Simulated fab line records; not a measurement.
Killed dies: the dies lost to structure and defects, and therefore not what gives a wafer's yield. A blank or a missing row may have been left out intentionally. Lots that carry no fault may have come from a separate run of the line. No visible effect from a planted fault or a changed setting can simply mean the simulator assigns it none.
Which tool was responsible? | flow nand_harc | 36 wafers from 12 lots sampled at 5 of the route's 1302 steps

## WHAT EACH GAUGE READ, for each wafer
NHARC_END_SORT_01. Usual: killed_at_array 63, standard deviation 27; killed_at_other 0.7, standard deviation 1.2; killed_at_periphery 3.1, standard deviation 2; killed_dies 67, standard deviation 28; killed_open 3.0, standard deviation 1.9; killed_short 2.2, standard deviation 1.5.
lot  | measured     | on        | killed_at_array | killed_at_other | killed_at_periphery | killed_dies | killed_open | killed_short | flag
L634 | day 25 14:33 | prober-01 | 108 676 101     | 0 0 0           | 3 1 0               | 111 677 101 | 3 1 0       | 4 3 1        | OFF
L635 | day 26 06:21 | prober-01 | 103 667 83      | 2 0 3           | 5 10 8              | 110 677 94  | 2 3 0       | 3 2 0        | OFF

## WHAT TOOL EACH LOT RAN ON (gives the tool, then ch and the chambers of the sampled wafers, and finally the start)
lot  | NHARC_A_BLC_ETCH_18                           | NHARC_A_BLC_STRIP_29               | NHARC_A_BLC_PVD_32                      | NHARC_A_BLC_ALD_23
L631 | rie_diel-11 ch 0,1, day 22 14:43 or earlier   | rie_diel-12 ch 0,2,3, day 22 14:43 | pvd_sputter-02, day 22 15:29 or earlier | ald_metal-03 ch 1,3, day 22 15:29
L632 | rie_diel-07 ch 0,2, day 23 06:35 or earlier   | rie_diel-11 ch 0,1,3, day 23 06:35 | pvd_sputter-02, day 23 07:25 or earlier | ald_metal-03 ch 1,3, day 23 07:25
L634 | rie_diel-07 ch 0,1,2, day 23 22:27 or earlier | rie_diel-07 ch 0,1,3, day 23 22:27 | pvd_sputter-03, day 23 23:11 or earlier | ald_metal-03 ch 0,1, day 23 23:11
L635 | rie_diel-07 ch 2,3, day 24 09:41 or earlier   | rie_diel-11 ch 0,1,3, day 24 09:41 | pvd_sputter-01, day 24 10:28 or earlier | ald_metal-03 ch 0,2,3, day 24 10:28
L644 | rie_diel-11 ch 1,2,3, day 28 09:28 or earlier | rie_diel-07 ch 0,1,3, day 28 09:28 | pvd_sputter-03, day 28 10:16 or earlier | ald_metal-03 ch 0,3, day 28 10:16
L645 | rie_diel-07 ch 0,1,2, day 29 21:25 or earlier | rie_diel-07 ch 0,3, day 29 21:25   | pvd_sputter-01, day 29 22:14 or earlier | ald_metal-01 ch 0,1,3, day 29 22:14
L646 | rie_diel-11 ch 1,2,3, day 29 23:04 or earlier | rie_diel-07 ch 0,1,3, day 29 23:04 | pvd_sputter-03, day 29 23:52 or earlier | ald_metal-03 ch 0,2,3, day 29 23:52
L647 | rie_diel-11 ch 1,2,3, day 30 11:05 or earlier | rie_diel-11 ch 0,3, day 30 11:05   | pvd_sputter-02, day 30 12:01 or earlier | ald_metal-03 ch 0,1,2, day 30 12:01
L648 | rie_diel-11 ch 1,3, day 30 14:24 or earlier   | rie_diel-07 ch 1,2,3, day 30 14:24 | pvd_sputter-01, day 30 15:12 or earlier | ald_metal-03 ch 0,1,3, day 30 15:12
L650 | rie_diel-07 ch 0,2,3, day 30 17:12 or earlier | rie_diel-07 ch 1,2, day 30 17:12   | pvd_sputter-01, day 30 18:01 or earlier | ald_metal-02 ch 0,2,3, day 30 18:01
L649 | rie_diel-07 ch 0,1,2, day 30 20:26 or earlier | rie_diel-07 ch 0,3, day 30 20:26   | pvd_sputter-01, day 30 21:17 or earlier | ald_metal-01 ch 1,3, day 30 21:17
L652 | rie_diel-07 ch 2,3, day 31 12:37 or earlier   | rie_diel-07 ch 0,1, day 31 12:37   | pvd_sputter-01, day 31 13:26 or earlier | ald_metal-03 ch 0,3, day 31 13:26
- NHARC_A_BLC_ETCH_18: etches the open film in C4F8/O2/Ar, target depth 910 nm.
- NHARC_A_BLC_STRIP_29: strips in CF4.
- NHARC_A_BLC_PVD_32: deposits Ti, target thk 5 nm, time 17.7 s.
- NHARC_A_BLC_ALD_23: deposits TiN, target thk 3 nm, pulse time 1 s, ald cycles 150.

## WHAT THE TOOLS THEMSELVES READ (means of the sampled wafers that have a number; where no wafer has one, the mark that the record gives instead)
NHARC_A_BLC_ETCH_18. Usual: oes_product_au 0.959 a.u., standard deviation 0.025; rf_vpp_V 982 V, standard deviation 4.8.
lot  | tool        | oes_product_au (a.u.) | rf_vpp_V (V) | flag
L631 | rie_diel-11 | 0.932                 | 977          |
L632 | rie_diel-07 | 0.961                 | 985          |
L634 | rie_diel-07 | 0.978                 | 983          |
L635 | rie_diel-07 | 0.959                 | 983          |
L644 | rie_diel-11 | 0.972                 | 979          |
L645 | rie_diel-07 | 0.982                 | 982          |
L646 | rie_diel-11 | 0.987                 | 978          |
L647 | rie_diel-11 | 0.932                 | 977          |
L648 | rie_diel-11 | 0.977                 | 975          |
L650 | rie_diel-07 | 0.975                 | 984          |
L649 | rie_diel-07 | 0.988                 | 982          |
L652 | rie_diel-07 | 0.917                 | 985          |

NHARC_A_BLC_STRIP_29. Usual: cf4_flow_sccm 150.0 sccm, standard deviation 0.42; drypump_motor_current_A 5.8 A, standard deviation 0.38; oes_product_au 1.005 a.u., standard deviation 0.014; rf_vpp_V 59.7 V, standard deviation 0.9; showerhead_plenum_p_Torr 1.82 Torr, standard deviation 0.064; throttle_valve_pct 13.284 %, standard deviation 0.0091.
lot  | tool        | cf4_flow_sccm (sccm) | drypump_motor_current_A (A) | oes_product_au (a.u.) | rf_vpp_V (V) | showerhead_plenum_p_Torr (Torr) | throttle_valve_pct (%) | flag
L631 | rie_diel-12 | 149.8                | 5.7                         | 0.993                 | 59.0         | 1.77                            | 13.274                 |
L632 | rie_diel-11 | 150.1                | 5.6                         | 0.999                 | 58.9         | 1.78                            | 13.270                 |
L634 | rie_diel-07 | 150.2                | 6.0                         | 1.004                 | 59.9         | 1.85                            | 13.290                 |
L635 | rie_diel-11 | 150.2                | 5.6                         | 1.000                 | 59.8         | 1.78                            | 13.287                 |
L644 | rie_diel-07 | 149.8                | 6.0                         | 1.001                 | 60.1         | 1.85                            | 13.282                 |
L645 | rie_diel-07 | 149.6                | 6.2                         | 1.003                 | 60.2         | 1.87                            | 13.288                 |
L646 | rie_diel-07 | 150.2                | 6.0                         | 0.998                 | 60.0         | 1.85                            | 13.282                 |
L647 | rie_diel-11 | 150.1                | 5.8                         | 0.995                 | 60.1         | 1.83                            | 13.281                 |
L648 | rie_diel-07 | 150.3                | 5.7                         | 1.005                 | 60.5         | 1.82                            | 13.285                 |
L650 | rie_diel-07 | 150.0                | 5.6                         | 1.024                 | 60.0         | 1.80                            | 13.280                 |
L649 | rie_diel-07 | 150.2                | 6.2                         | 1.008                 | 60.0         | 1.87                            | 13.277                 |
L652 | rie_diel-07 | 150.0                | 6.3                         | 1.021                 | 59.8         | 1.84                            | 13.285                 |

NHARC_A_BLC_PVD_32. Usual: throttle_valve_pct reads 29.8 % (standard deviation 0.74).
lot  | tool           | throttle_valve_pct (%) | flag
L631 | pvd_sputter-02 | 30.5                   |
L632 | pvd_sputter-02 | 30.8                   |
L634 | pvd_sputter-03 | 30.3                   |
L635 | pvd_sputter-01 | 29.0                   |
L644 | pvd_sputter-03 | 30.6                   |
L645 | pvd_sputter-01 | 29.6                   |
L646 | pvd_sputter-03 | 30.2                   |
L647 | pvd_sputter-02 | 29.7                   |
L648 | pvd_sputter-01 | 29.4                   |
L650 | pvd_sputter-01 | 29.4                   |
L649 | pvd_sputter-01 | 29.3                   |
L652 | pvd_sputter-01 | 29.9                   |

NHARC_A_BLC_ALD_23. Usual: heater_power_w 1082 W, standard deviation 81; precursor_pulse_height_rel 1.001, standard deviation 0.018.
lot  | tool         | heater_power_w (W) | precursor_pulse_height_rel | flag
L631 | ald_metal-03 | 1071               | 1.000                      |
L632 | ald_metal-03 | 1076               | 1.000                      |
L634 | ald_metal-03 | 1086               | 1.006                      |
L635 | ald_metal-03 | 1079               | 1.002                      |
L644 | ald_metal-03 | 1020               | 1.004                      |
L645 | ald_metal-01 | 1056               | 1.006                      |
L646 | ald_metal-03 | 1083               | 0.999                      |
L647 | ald_metal-03 | 1147               | 1.010                      |
L648 | ald_metal-03 | 1077               | 0.977                      |
L650 | ald_metal-02 | 1064               | 1.000                      |
L649 | ald_metal-01 | 1064               | 1.008                      |
L652 | ald_metal-03 | 1037               | 0.983                      |

## THE ANSWER, worked out from the rows above alone
Rule: a lot is off if the mean of its wafers that have a number lies more than 3 standard deviations from the usual mean. Also off: a lot with no number at a reading for which 4 or more lots have one. Any other lot the step has rows for is counted as sound. First the gauges in route order, then the tools' own readings, where a lot's mean is used as printed above. The first step at which some lot is off is used, and at that step the reading that is off furthest; a lot without a number counts as furthest.
Off at NHARC_END_SORT_01 (killed_at_array): L634, L635. Neither off nor sound, because the step has no rows for them: L631, L632, L644, L645, L646, L647, L648, L650, L649, L652.
A tool fits if, at a process step before that reading, it ran every lot that is off, and no sound lot after the first of them. Those tools and the gauges at NHARC_END_SORT_01 are tried in the same way. NHARC_A_BLC_ETCH_18: start missing for some lots; hours and lot order therefore follow NHARC_A_BLC_STRIP_29. NHARC_A_BLC_PVD_32: start missing for some lots; hours and lot order therefore follow NHARC_A_BLC_ALD_23. Can't be told from this: 3 tools fit, rie_diel-07 at NHARC_A_BLC_ETCH_18, ald_metal-03 at NHARC_A_BLC_ALD_23, prober-01 at NHARC_END_SORT_01.

## WHAT THE SIMULATOR HAD INSERTED
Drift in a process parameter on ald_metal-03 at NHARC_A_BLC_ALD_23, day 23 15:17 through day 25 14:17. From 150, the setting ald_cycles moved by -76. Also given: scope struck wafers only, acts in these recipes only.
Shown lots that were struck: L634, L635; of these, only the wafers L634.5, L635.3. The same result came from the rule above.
